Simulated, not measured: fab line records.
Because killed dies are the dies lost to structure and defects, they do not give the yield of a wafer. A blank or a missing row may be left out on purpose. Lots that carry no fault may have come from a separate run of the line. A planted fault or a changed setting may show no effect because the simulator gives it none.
fab line records	flow n5Finfet
record: lots: 6	wafers: 18	lastDay: 16
route steps=1938 shown BEOL_M0_SAQP@689 BEOL_M0_CUTY@701 BEOL_M4@1111 PASSIVATION@1936
lots untouched by any fault: they come from a run of this same line in which no faults occurred
startH: the number of hours between the record's first day and the start of the first shown wafer of the lot	waitH: time in hours since the lot's previous step	" the same as in the row above	L1.1+2: one row covering several wafers at once	- no value, or no start given	* or withheld: withheld	< > ~ a bound
route shown NAME@n: NAME is a module with steps in the file, n the number in the route of the first one	usual: average and standard deviation across the fault-free wafers	same: alike in all rows	chamber/n: place in a boat	sites: per-site readings	_std_site: standard deviation of those values	_edge_site: outer sites' mean less inner sites'	radiusMm: for every site, how far away it sits from the centre of the wafer	mask NAME#n: copy n	behind: the most recent tool/chamber to have shaped the wafer	hold: the reason the lot was held/the length of the hold in hours/how it ended	device: whichever transistor did not switch (one of n, p or np)	end of line: the route-end tests of the same wafers	where a step has no rows: the recipe by itself	killed: dies lost to structure and defects at the first sort, not the wafer's yield	map: a wafer's dies, x killed, . not, _ none there
set.NAME: the run value of the setting; set.NAME@STEP: its run value at that earlier step	model.NAME: the simulator's own value behind a step, which no gauge read
lots at some steps of the route; a table a step, a row a wafer
services: from which hour (startH, from the record's first day; less than 0 if before it) a tool's chamber was out of use, for how many hours, and why
== steps ==
step: N5_BEOL_M0_SAQP_CD_MEAS_40
recipe: targetCdNm: 30	landingEnergyEv: 500	detector: seInlens
usual: cdNm: 30.03/0.25
lot.wafer	tool	chamber	startH	waitH	cdNm
L445.2	cdSem-03	0	134.41	-	30.26
L445.4	"	0	"	"	30.48
L445.6	"	0	"	"	30.14
L448.1	cdSem-02	0	154.70	-	29.57
L448.4	"	0	"	"	30.15
L448.5	"	0	"	"	30.05
L452.2	cdSem-03	0	177.30	-	30.14
L452.3	"	0	"	"	30.11
L452.4	"	0	"	"	29.83
L457.4	cdSem-03	0	205.80	-	29.87
L457.5	"	0	"	"	30.09
L457.6	"	0	"	"	30.18
L458.2	cdSem-01	0	211.09	-	30.01
L458.3	"	0	"	"	29.90
L458.4	"	0	"	"	30.07
L459.2	cdSem-03	0	215.46	-	30.21
L459.4	"	0	"	"	29.96
L459.5	"	0	"	"	29.88
step: N5_BEOL_M0_SAQP_OVL_MEAS_41
recipe: pointsPerWafer: 522
usual: M0_CUT1_OVL: 0.1/0.76
lot.wafer	tool	chamber	startH	waitH	M0_CUT1_OVL[nm]
L445.2	overlay-02	0	134.44	0.0	1.2
L445.4	"	0	"	"	1.3
L445.6	"	0	"	"	0.1
L448.1	overlay-02	0	154.73	0.0	1.1
L448.4	"	0	"	"	0.0
L448.5	"	0	"	"	1.5
L452.2	overlay-02	0	177.34	0.0	0.5
L452.3	"	0	"	"	1.5
L452.4	"	0	"	"	0.6
L457.4	overlay-02	0	205.84	0.0	0.8
L457.5	"	0	"	"	-0.3
L457.6	"	0	"	"	0.4
L458.2	overlay-01	0	211.12	0.0	0.8
L458.3	"	0	"	"	1.2
L458.4	"	0	"	"	-0.4
L459.2	overlay-01	0	215.49	0.0	1.4
L459.4	"	0	"	"	1.6
L459.5	"	0	"	"	1.2
step: N5_BEOL_M0_SAQP_INSPECT_42
recipe: mode: adi	inspectInstrument: brightfield
usual: rawDefectCount: 294/75
lot.wafer	tool	chamber	startH	waitH	rawDefectCount
L445.2	defectInspect-02	-	134.49	0.0	291
L445.4	"	-	"	"	195
L445.6	"	-	"	"	297
L448.1	defectInspect-01	-	154.79	0.1	231
L448.4	"	-	"	"	361
L448.5	"	-	"	"	377
L452.2	defectInspect-01	-	177.39	0.0	323
L452.3	"	-	"	"	411
L452.4	"	-	"	"	397
L457.4	defectInspect-02	-	205.89	0.0	316
L457.5	"	-	"	"	371
L457.6	"	-	"	"	322
L458.2	defectInspect-01	-	211.17	0.0	308
L458.3	"	-	"	"	323
L458.4	"	-	"	"	329
L459.2	defectInspect-01	-	215.55	0.1	165
L459.4	"	-	"	"	227
L459.5	"	-	"	"	247
step: N5_BEOL_M0_SAQP_DESCUM_45
recipe: chemistry: O2	timeS: 7	sourcePowerW: 50	biasPowerW: 20	pressureMtorr: 20	rfFrequencyHz: 2.712e+07	tempC: 40	resist: CAR-EUV	o2FlowSccm: 225
usual: drypumpMotorCurrentA: 5.8/0.48	oesProductAu: 0.73/0.045	rfVppV: 243.1/1.4	showerheadPlenumPTorr: 2.08/0.078	throttleValvePct: 20.44/0.17
lot.wafer	tool	chamber	startH	waitH	drypumpMotorCurrentA	oesProductAu	rfHoursCounterH	rfVppV	showerheadPlenumPTorr	throttleValvePct
L445.2	rieDiel-04	3	134.53	0.0	5.9	0.72	164	244.0	2.20	20.50
L445.4	"	0	"	"	6.3	0.72	200	240.4	1.97	20.54
L445.6	"	2	"	"	5.4	0.76	-	241.6	2.09	20.35
L448.1	rieDiel-02	2	154.83	0.0	6.1	0.73	153	243.3	2.08	20.23
L448.4	"	0	"	"	5.1	0.82	-	244.2	2.21	20.32
L448.5	"	2	"	"	6.1	0.74	-	243.6	2.08	20.21
L452.2	rieDiel-03	1	177.42	0.0	6.5	0.73	181	242.0	2.11	20.75
L452.3	"	0	"	"	5.9	0.69	235	240.8	1.96	20.44
L452.4	"	2	"	"	5.3	0.71	193	242.2	2.08	20.20
L457.4	rieDiel-02	2	206.00	0.1	6.1	0.72	169	243.5	2.07	20.23
L457.5	"	3	"	"	6.7	0.98	-	244.5	2.17	20.44
L457.6	"	2	"	"	6.2	0.72	-	241.6	2.07	20.25
L458.2	rieDiel-04	1	211.45	0.3	6.0	0.72	168	244.9	2.17	20.44
L458.3	"	0	"	"	6.3	0.71	221	242.9	1.96	20.58
L458.4	"	2	"	"	5.4	0.75	160	242.5	2.08	20.39
L459.2	rieDiel-04	3	215.69	0.1	6.0	0.70	188	244.4	2.19	20.54
L459.4	"	0	"	"	6.3	0.71	223	241.4	1.96	20.60
L459.5	"	2	"	"	5.4	0.74	-	243.6	2.08	20.37
step: N5_BEOL_M0_SAQP_ETCH_88
recipe: chemistry: N2/H2	target: underlayer	targetDepthA: 65	timeS: 5.2	ionEnergyEv: 200	maskMaterial: CAR-EUV	pressureMtorr: 30	sourceW: 840	biasW: 150	n2FlowSccm: 200	h2FlowSccm: 200	ends: cleared
usual: drypumpMotorCurrentA: 5.9/0.48	etchRfOnTimeS: 5.19/0.12	oesProductAu: 0.63/0.037	rfVppV: 523.5/2.7	showerheadPlenumPTorr: 2.53/0.087	throttleValvePct: 17.83/0.12
lot.wafer	tool	chamber	startH	waitH	drypumpMotorCurrentA	etchRfOnTimeS	oesProductAu	rfHoursCounterH	rfVppV	showerheadPlenumPTorr	throttleValvePct
L445.2	rieDiel-04	3	134.56	0.0	6.0	4.94	0.64	164	526.6	2.64	17.66
L445.4	"	0	"	"	6.3	4.94	0.63	200	521.1	2.40	18.02
L445.6	"	2	"	"	5.4	5.11	0.67	-	521.8	2.54	17.75
L448.1	rieDiel-02	2	154.86	0.0	6.2	5.37	0.63	153	524.5	2.54	17.69
L448.4	"	0	"	"	5.1	5.17	0.69	-	528.7	2.67	17.72
L448.5	"	2	"	"	6.1	5.34	0.63	-	522.5	2.54	17.67
L452.2	rieDiel-03	1	177.46	0.0	6.5	5.20	0.61	181	525.3	2.52	17.86
L452.3	"	0	"	"	5.9	5.01	0.59	235	519.9	2.40	17.95
L452.4	"	2	"	"	5.3	5.20	0.62	193	523.0	2.53	17.83
L457.4	rieDiel-02	2	206.04	0.0	6.2	5.40	0.61	169	524.1	2.53	17.69
L457.5	"	3	"	"	6.6	5.12	0.83	-	526.8	2.60	17.56
L457.6	"	2	"	"	6.1	5.40	0.61	-	524.2	2.53	17.71
L458.2	rieDiel-04	1	211.48	0.0	6.0	5.08	0.61	168	525.2	2.64	17.95
L458.3	"	0	"	"	6.3	4.98	0.62	221	520.1	2.39	18.05
L458.4	"	2	"	"	5.5	5.17	0.63	160	525.8	2.53	17.80
L459.2	rieDiel-04	3	215.73	0.0	5.9	5.02	0.61	188	525.3	2.63	17.70
L459.4	"	0	"	"	6.3	4.93	0.62	223	519.3	2.39	18.07
L459.5	"	2	"	"	5.5	5.11	0.64	-	522.4	2.53	17.83
step: N5_BEOL_M0_SAQP_ETCH_73
recipe: chemistry: CF4	target: SiARC	targetDepthA: 195	maskMaterial: CAR-EUV	timeS: 32.5	ionEnergyEv: 80	pressureMtorr: 40	sourceW: 545	biasW: 36	Ar_flow_sccm: 100	cf4FlowSccm: 100	ends: cleared
step: N5_BEOL_M0_SAQP_CUT_ETCH_46
recipe: chemistry: N2/H2	target: SOC	targetDepthA: 1350	overetchA: 270	tempC: 40	timeS: 202.5	ionEnergyEv: 200	maskMaterial: SiARC	pressureMtorr: 30	sourceW: 840	biasW: 150	n2FlowSccm: 200	h2FlowSccm: 200
usual: drypumpMotorCurrentA: 5.9/0.48	rfVppV: 523.5/2.5	showerheadPlenumPTorr: 2.53/0.087	throttleValvePct: 17.79/0.11
lot.wafer	tool	chamber	startH	waitH	drypumpMotorCurrentA	rfHoursCounterH	rfVppV	showerheadPlenumPTorr	throttleValvePct
L445.2	rieDiel-04	3	134.61	0.0	6.0	164	526.2	2.64	17.62
L445.4	"	0	"	"	6.4	200	520.7	2.40	17.98
L445.6	"	2	"	"	5.4	-	523.3	2.54	17.73
L448.1	rieDiel-02	2	154.91	0.0	6.1	153	525.6	2.54	17.64
L448.4	"	0	"	"	5.1	-	528.8	2.67	17.65
L448.5	"	2	"	"	6.2	-	523.6	2.54	17.66
L452.2	rieDiel-03	1	177.51	0.0	6.5	181	522.9	2.52	17.81
L452.3	"	0	"	"	5.9	235	519.7	2.40	17.94
L452.4	"	2	"	"	5.3	193	523.7	2.53	17.80
L457.4	rieDiel-02	2	206.09	0.0	6.1	169	524.0	2.53	17.69
L457.5	"	3	"	"	6.6	-	525.3	2.60	17.54
L457.6	"	2	"	"	6.1	-	522.1	2.53	17.68
L458.2	rieDiel-04	1	211.53	0.0	6.0	168	526.0	2.64	17.90
L458.3	"	0	"	"	6.3	221	521.0	2.39	18.02
L458.4	"	2	"	"	5.4	160	523.1	2.53	17.76
L459.2	rieDiel-04	3	215.78	0.0	5.9	188	526.5	2.63	17.66
L459.4	"	0	"	"	6.3	223	519.0	2.39	18.04
L459.5	"	2	"	"	5.5	-	524.4	2.53	17.76
step: N5_BEOL_M0_SAQP_STRIP_74
recipe: chemistry: N2/H2	tempC: 40	n2FlowSccm: 200	h2FlowSccm: 200	rfFrequencyHz: 6e+07
step: N5_BEOL_M0_SAQP_STRIP_89
recipe: chemistry: N2/H2	tempC: 40	n2FlowSccm: 200	h2FlowSccm: 200	rfFrequencyHz: 6e+07
step: N5_BEOL_M0_SAQP_ALD_48
recipe: material: SiO2	targetThkA: 200	tempC: 100	aldPrecursorFamily: BDEAS	aldCoReactant: O2-plasma	pulseTimeS: 1	coReactantPulseTimeS: 1	purgeTimeS: 2	coReactantPurgeTimeS: 2	aldCycles: 139	pressureTorr: 2
step: N5_BEOL_M0_SAQP_ETCH_49
recipe: chemistry: CF4/O2	targetDepthA: 370	target: SiO2	pressureMtorr: 40	sourceW: 535	biasW: 49	Ar_flow_sccm: 100	cf4FlowSccm: 100	O2_flow_sccm: 10	ionEnergyEv: 100
usual: drypumpMotorCurrentA: 5.8/0.5	oesProductAu: 0.724/0.026	rfVppV: 240.3/2.2	showerheadPlenumPTorr: 2.18/0.067	throttleValvePct: 15.90/0.14
lot.wafer	tool	chamber	startH	waitH	drypumpMotorCurrentA	oesProductAu	rfHoursCounterH	rfVppV	showerheadPlenumPTorr	throttleValvePct
L445.2	rieDiel-03	0	135.40	0.3	5.9	0.709	224	240.2	2.10	16.01
L445.4	"	3	"	"	5.3	0.732	160	239.0	2.11	15.96
L445.6	"	1	"	"	6.5	0.733	-	239.0	2.19	15.92
L448.1	rieDiel-03	3	155.63	0.3	5.3	0.726	167	238.1	2.10	15.98
L448.4	"	2	"	"	5.3	0.725	186	236.0	2.20	15.70
L448.5	"	2	"	"	5.3	0.723	-	239.0	2.20	15.72
L452.2	rieDiel-03	1	179.13	0.3	6.5	0.717	181	238.4	2.18	15.93
L452.3	"	3	"	"	5.3	0.723	174	239.5	2.10	15.99
L452.4	"	2	"	"	5.3	0.724	193	239.2	2.19	15.71
L457.4	rieDiel-04	3	206.81	0.3	6.0	0.702	185	243.8	2.28	15.87
L457.5	"	1	"	"	6.0	0.712	-	238.7	2.28	15.90
L457.6	"	2	"	"	5.4	0.753	-	237.5	2.20	15.90
L458.2	rieDiel-02	1	212.26	0.3	6.2	0.753	157	240.5	2.12	15.80
L458.3	"	0	"	"	5.1	0.810	110	245.8	2.31	15.77
L458.4	"	1	"	"	6.1	0.753	-	239.2	2.12	15.80
L459.2	rieDiel-03	3	216.77	0.3	5.3	0.715	183	238.8	2.10	16.00
L459.4	"	1	"	"	6.4	0.720	192	239.0	2.18	15.95
L459.5	"	2	"	"	5.3	0.712	-	238.8	2.19	15.75
step: N5_BEOL_M0_SAQP_STRIP_75
recipe: chemistry: CF4	resist: SiARC	powerW: 300	biasPowerW: 75	pressureMtorr: 50	cf4FlowSccm: 150	rfFrequencyHz: 6e+07
usual: drypumpMotorCurrentA: 5.8/0.5	oesProductAu: 0.168/0.0069	rfVppV: 270.8/1.5	showerheadPlenumPTorr: 1.77/0.056	throttleValvePct: 13.65/0.12
lot.wafer	tool	chamber	startH	waitH	drypumpMotorCurrentA	oesProductAu	rfHoursCounterH	rfVppV	showerheadPlenumPTorr	throttleValvePct
L445.2	rieDiel-03	0	135.50	0.1	5.9	0.155	224	268.5	1.70	13.76
L445.4	"	3	"	"	5.3	0.169	160	269.3	1.71	13.65
L445.6	"	1	"	"	6.5	0.167	-	271.8	1.78	13.66
L448.1	rieDiel-03	3	155.73	0.1	5.3	0.169	167	272.1	1.70	13.67
L448.4	"	2	"	"	5.3	0.166	186	271.4	1.79	13.49
L448.5	"	2	"	"	5.3	0.165	-	271.3	1.79	13.49
L452.2	rieDiel-03	1	179.23	0.1	6.5	0.171	181	268.6	1.78	13.71
L452.3	"	3	"	"	5.3	0.169	174	269.3	1.70	13.68
L452.4	"	2	"	"	5.3	0.169	194	271.9	1.79	13.51
L457.4	rieDiel-04	3	206.91	0.1	5.9	0.160	185	271.5	1.85	13.60
L457.5	"	1	"	"	6.0	0.167	-	275.1	1.86	13.69
L457.6	"	2	"	"	5.4	0.172	-	271.5	1.79	13.66
L458.2	rieDiel-02	1	212.36	0.1	6.2	0.168	157	269.0	1.73	13.54
L458.3	"	0	"	"	5.1	0.179	110	271.8	1.88	13.51
L458.4	"	1	"	"	6.1	0.171	-	271.0	1.73	13.53
L459.2	rieDiel-03	3	216.87	0.1	5.3	0.169	183	270.5	1.70	13.72
L459.4	"	1	"	"	6.5	0.161	192	269.9	1.77	13.73
L459.5	"	2	"	"	5.3	0.162	-	271.1	1.79	13.53
step: N5_BEOL_M0_CUTY_COAT_50
recipe: resist: SiARC	tempC: 220	timeS: 60	spinRpm: 1500	resistThkNm: 15
usual: spinSpeedRpm: 1500.1/1.2
lot.wafer	tool	chamber	startH	waitH	spinSpeedRpm	model.SiARC_of_BEOL_M0_CUTY_COAT_50.thkNm
L445.2	lithoTrack-05	0	135.54	0.0	1498.6	15
L445.4	"	0	"	"	1499.2	15
L445.6	"	0	"	"	1500.0	15
L448.1	lithoTrack-05	0	155.78	0.0	1498.1	15
L448.4	"	0	"	"	1502.2	15
L448.5	"	0	"	"	1500.8	15
L452.2	lithoTrack-05	0	179.27	0.0	1499.0	15
L452.3	"	0	"	"	1499.5	15
L452.4	"	0	"	"	1499.0	15
L457.4	lithoTrack-05	0	206.96	0.0	1497.3	15
L457.5	"	0	"	"	1499.9	15
L457.6	"	0	"	"	1500.2	15
L458.2	lithoTrack-02	0	212.40	0.0	1190.3	16.8
L458.3	"	0	"	"	1191.0	16.8
L458.4	"	0	"	"	1191.9	16.8
L459.2	lithoTrack-02	0	216.91	0.0	1189.7	16.8
L459.4	"	0	"	"	1189.9	16.8
L459.5	"	0	"	"	1189.5	16.8
step: N5_BEOL_M0_CUTY_COAT_51
recipe: resist: CAR-ArF-block	spinRpm: 1500	resistThkNm: 150
step: N5_BEOL_M4_RC_MEAS_101
usual: DIBL_N: 35.8/1.6	DIBL_P: 36.0/2.1	IOFF_N: 0.153/0.026	IOFF_P: 0.21/0.037	ION_N: 673/11	ION_P: 462/7.6	SS_N: 71.4/0.53	SS_P: 73.2/0.67	VT_N: 250/3.2	VT_P: -250/3.7
lot.wafer	tool	chamber	startH	waitH	DIBL_N[mV/V]	DIBL_P[mV/V]	IOFF_N[nA/um]	IOFF_P[nA/um]	ION_N[uA/um]	ION_P[uA/um]	SS_N[mV/dec]	SS_P[mV/dec]	VT_N[mV]	VT_P[mV]
L445.2	prober-02	0	192.38	0.2	36.0	35.3	0.145	0.19	670	461	71.0	73.7	253	-251
L445.4	"	0	"	"	35.1	34.7	0.123	0.18	667	449	70.8	72.5	254	-253
L445.6	"	0	"	"	37.2	36.9	0.149	0.22	669	461	71.7	73.1	254	-249
L448.1	prober-02	0	207.46	0.0	35.2	36.6	0.155	0.22	661	463	72.0	73.8	248	-248
L448.4	"	0	"	"	36.7	37.0	0.168	0.22	670	460	71.9	73.7	251	-250
L448.5	"	0	"	"	36.3	36.8	0.162	0.21	678	459	72.0	73.6	253	-249
L452.2	prober-01	0	240.61	0.2	34.7	35.3	0.138	0.22	673	471	70.8	72.0	252	-246
L452.3	"	0	"	"	35.5	35.8	0.159	0.22	675	465	71.5	72.9	251	-246
L452.4	"	0	"	"	36.4	37.6	0.197	0.28	687	475	71.4	73.7	246	-243
L457.4	prober-01	0	269.09	0.5	34.7	34.5	0.133	0.19	666	459	71.5	72.3	257	-252
L457.5	"	0	"	"	34.2	34.7	0.123	0.19	672	464	71.8	72.3	256	-249
L457.6	"	0	"	"	35.7	36.5	0.150	0.22	663	470	71.8	73.2	253	-250
L458.2	prober-02	0	269.44	0.2	37.0	35.1	0.148	0.20	672	463	71.8	72.9	253	-249
L458.3	"	0	"	"	37.1	35.6	0.150	0.21	667	461	71.5	73.4	250	-252
L458.4	"	0	"	"	36.5	35.2	0.145	0.20	675	463	71.8	73.5	251	-249
L459.2	prober-01	0	276.04	0.2	36.5	38.1	0.170	0.22	676	474	71.2	74.0	249	-250
L459.4	"	0	"	"	32.1	32.4	0.097	0.14	646	445	70.9	72.8	257	-258
L459.5	"	0	"	"	33.8	34.6	0.127	0.17	657	454	71.2	73.0	253	-255
step: N5_PASSIVATION_PROBE_49
usual: defectLimitedYield: 91.3/1.5	killed_at_M0_to_M3: 33/12	killed_at_M4_up: 13/5.2	killedAtContacts: 13/6.7	killedAtFrontEnd: 40/11	killedAtOther: 4.1/2.7	killedDies: 103/17	killedOpen: 69/13	killedShort: 33/8.4	sort_bin_5_function: 5.1/1	sort_bin_6_memory: 3.2/0.62	sort_bin_8_speed: 0.00/0.014	sortNPass: 1077/17
same: grossDies: 1180	killedAtBackSide: 0	sort_bin_4_leakage[%]: 0
lot.wafer	tool	chamber	startH	waitH	defectLimitedYield[%]	killed_at_M0_to_M3	killed_at_M4_up	killedAtContacts	killedAtFrontEnd	killedAtOther	killedDies	killedOpen	killedShort	sort_bin_5_function[%]	sort_bin_6_memory[%]	sort_bin_8_speed[%]	sortNPass
L445.2	prober-02	-	303.85	0.1	92.5	35	16	8	25	4	88	64	22	4.7	2.4	0	1092
L445.4	prober-02	-	303.95	0.2	94.2	24	10	13	19	3	69	44	25	3.6	2.1	0	1111
L445.6	prober-02	-	304.05	0.3	90.4	39	13	15	41	5	113	72	41	5.1	4.1	0	1067
L448.1	prober-02	-	315.20	0.0	92.6	33	10	4	34	6	87	57	29	4.6	2.7	0	1093
L448.4	prober-02	-	315.35	0.2	92.6	30	8	12	28	9	87	57	27	4.9	2.2	0	1093
L448.5	prober-02	-	315.40	0.2	89.6	45	12	9	53	4	123	82	40	5.6	4.5	0	1057
L452.2	prober-01	-	364.52	0.1	90.4	18	26	24	40	5	113	83	29	5.4	3.8	0	1067
L452.3	prober-01	-	364.57	0.1	90.8	30	10	20	46	2	108	79	28	6.3	2.6	0	1072
L452.4	prober-01	-	364.62	0.2	90.3	28	14	15	52	5	114	81	33	5.3	4.4	0	1066
L458.2	prober-02	-	382.43	0.1	89.7	52	13	7	45	4	121	79	40	5.8	4.0	0	1059
L458.3	prober-02	-	382.48	0.1	88.7	58	9	9	54	3	133	87	44	6.4	4.4	0	1047
L458.4	prober-02	-	382.53	0.2	87.0	76	9	7	56	5	153	94	56	8.0	4.8	0	1027
L459.2	prober-02	-	388.20	0.1	91.5	29	16	14	38	3	100	65	31	4.4	3.1	0	1080
L459.4	prober-02	-	388.30	0.2	92.9	38	11	5	25	5	84	52	32	4.0	2.8	0	1096
L459.5	prober-02	-	388.35	0.2	92.7	24	9	12	39	2	86	57	29	4.1	3.1	0	1094
killed by level:class
L445.2 BEOL_M4:geometricParticle:open=10 BEOL_M0_SAQP:geometricParticle:open=9 BEOL_M2:geometricParticle:open=8 MOL_CONTACT_COAG:geometricParticle:open=7 BEOL_M1:geometricParticle:open=6 FIN_SAQP:geometricParticle:open=5 GATE_CUT:geometricParticle:short=5 BEOL_M0_SAQP:geometricParticle:short=5
L445.4 MOL_CONTACT_COAG:geometricParticle:open=12 BEOL_M0_SAQP:geometricParticle:open=6 BEOL_M0_SAQP:geometricParticle:short=6 BEOL_M4:geometricParticle:open=6 FIN_SAQP:geometricParticle:open=4 BEOL_M2:geometricParticle:open=4 FIN_SAQP:geometricParticle:short=3 STARTING-WAFER:geometricParticle:short=3
L445.6 FIN_SAQP:geometricParticle:short=11 MOL_CONTACT_COAG:geometricParticle:open=11 BEOL_M1:geometricParticle:open=9 STI_FIN_REVEAL:geometricParticle:open=8 BEOL_M0_SAQP:geometricParticle:short=8 FIN_SAQP:geometricParticle:open=6 BEOL_M0_SAQP:geometricParticle:open=6 BEOL_M4:geometricParticle:open=5
L448.1 BEOL_M0_SAQP:geometricParticle:open=8 FIN_SAQP:geometricParticle:short=7 DUMMY_GATE:geometricParticle:open=7 BEOL_M1:geometricParticle:open=7 STI_FIN_REVEAL:geometricParticle:open=6 BEOL_M2:geometricParticle:open=6 FIN_SAQP:geometricParticle:open=5 BEOL_M0_SAQP:geometricParticle:short=4
L448.4 MOL_CONTACT_COAG:geometricParticle:open=10 BEOL_M0_SAQP:geometricParticle:open=8 BEOL_M1:geometricParticle:open=7 FIN_SAQP:geometricParticle:open=6 BEOL_M0_SAQP:geometricParticle:short=6 GATE_CUT:geometricParticle:short=5 FIN_SAQP:geometricParticle:short=4 DUMMY_GATE:geometricParticle:open=4
L448.5 BEOL_M0_SAQP:geometricParticle:short=14 BEOL_M0_SAQP:geometricParticle:open=11 FIN_SAQP:geometricParticle:open=10 BEOL_M1:geometricParticle:open=10 FIN_SAQP:geometricParticle:short=8 STI_FIN_REVEAL:geometricParticle:open=8 MOL_CONTACT_COAG:geometricParticle:open=8 DUMMY_GATE:geometricParticle:open=7
L452.2 MOL_CONTACT_COAG:geometricParticle:open=22 FIN_SAQP:geometricParticle:short=12 BEOL_M4:geometricParticle:open=12 STI_FIN_REVEAL:geometricParticle:open=9 FIN_SAQP:geometricParticle:open=7 BEOL_M1:geometricParticle:open=6 BEOL_M3:geometricParticle:open=5 BEOL_M6:geometricParticle:open=5
L452.3 MOL_CONTACT_COAG:geometricParticle:open=16 STI_FIN_REVEAL:geometricParticle:open=11 BEOL_M1:geometricParticle:open=9 FIN_SAQP:geometricParticle:open=8 DUMMY_GATE:geometricParticle:open=6 BEOL_M0_SAQP:geometricParticle:short=5 FIN_SAQP:geometricParticle:short=4 GATE_CUT:geometricParticle:open=4
L452.4 FIN_SAQP:geometricParticle:open=17 MOL_CONTACT_COAG:geometricParticle:open=13 STI_FIN_REVEAL:geometricParticle:open=12 FIN_SAQP:geometricParticle:short=10 BEOL_M1:geometricParticle:open=6 BEOL_M5:geometricParticle:open=6 BEOL_M0_SAQP:geometricParticle:open=5 BEOL_M2:geometricParticle:open=5
L458.2 BEOL_M0_SAQP:geometricParticle:open=18 STI_FIN_REVEAL:geometricParticle:open=12 BEOL_M2:geometricParticle:open=8 BEOL_M0_SAQP:geometricParticle:short=6 BEOL_M3:geometricParticle:open=6 MOL_CONTACT_COAG:geometricParticle:short=5 STARTING-WAFER:geometricParticle:open=5 STI_FIN_REVEAL:geometricParticle:short=4
L458.3 BEOL_M0_SAQP:geometricParticle:open=16 BEOL_M0_SAQP:geometricParticle:short=14 FIN_SAQP:geometricParticle:short=12 FIN_SAQP:geometricParticle:open=11 BEOL_M3:geometricParticle:open=10 BEOL_M0:geometricParticle:open=7 STI_FIN_REVEAL:geometricParticle:open=7 MOL_CONTACT_COAG:geometricParticle:open=7
L458.4 BEOL_M0_SAQP:geometricParticle:short=27 BEOL_M0_SAQP:geometricParticle:open=18 STI_FIN_REVEAL:geometricParticle:open=15 FIN_SAQP:geometricParticle:short=10 BEOL_M3:geometricParticle:open=9 BEOL_M1:geometricParticle:open=8 DUMMY_GATE:geometricParticle:open=8 FIN_SAQP:geometricParticle:open=7
L459.2 FIN_SAQP:geometricParticle:open=15 MOL_CONTACT_COAG:geometricParticle:open=13 FIN_SAQP:geometricParticle:short=11 BEOL_M2:geometricParticle:open=7 BEOL_M3:geometricParticle:open=6 BEOL_M4:geometricParticle:open=6 BEOL_M1:geometricParticle:short=4 BEOL_M3:geometricParticle:short=4
L459.4 BEOL_M3:geometricParticle:open=9 BEOL_M1:geometricParticle:open=8 BEOL_M4:geometricParticle:open=7 BEOL_M0_SAQP:geometricParticle:short=6 BEOL_M2:geometricParticle:open=5 FIN_SAQP:geometricParticle:short=4 BEOL_M3:geometricParticle:short=4 FIN_SAQP:geometricParticle:open=3
L459.5 BEOL_M2:geometricParticle:open=10 FIN_SAQP:geometricParticle:open=9 DUMMY_GATE:geometricParticle:open=9 FIN_SAQP:geometricParticle:short=8 MOL_CONTACT_COAG:geometricParticle:open=7 MOL_CONTACT_COAG:geometricParticle:short=5 BEOL_M1:geometricParticle:open=5 STARTING-WAFER:geometricParticle:open=5
== services ==
tool	chamber	startH	hours	kind
rieDiel-04	-	117.44	2.2	repair
rieDiel-03	2	119.39	6.6	repair
rieDiel-02	-	126.83	2.8	pm
rieDiel-02	3	178.90	-	clean
rieDiel-02	3	178.90	-	consumableReplace:focusRing
rieDiel-02	3	178.90	12.8	scheduledDown
rieDiel-02	3	178.90	12.8	ventCycle
rieDiel-02	3	210.65	2.9	repair
== key ==
firstSign: step: N5_BEOL_M0_CUTY_COAT_50	reading: spinSpeedRpm	direction: down	sigmas: 99+	usual: *	struck: *
effect none on later readings
modelEffect: step: N5_BEOL_M0_CUTY_COAT_50	value: SiARC_of_BEOL_M0_CUTY_COAT_50.thkNm	without: 15	struck: 16.8
metAt N5_BEOL_M0_CUTY_COAT_50
struckWafers L458.2,L458.3,L458.4,L459.2,L459.4,L459.5
fault: kind: processParameterDrift	tool: lithoTrack-02	chamber: -	onsetH: 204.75	steps: N5_BEOL_M0_CUTY_COAT_50	channel: spinRpm	offset: *	shape: step	endH: 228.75	actsIn: *	stated: *
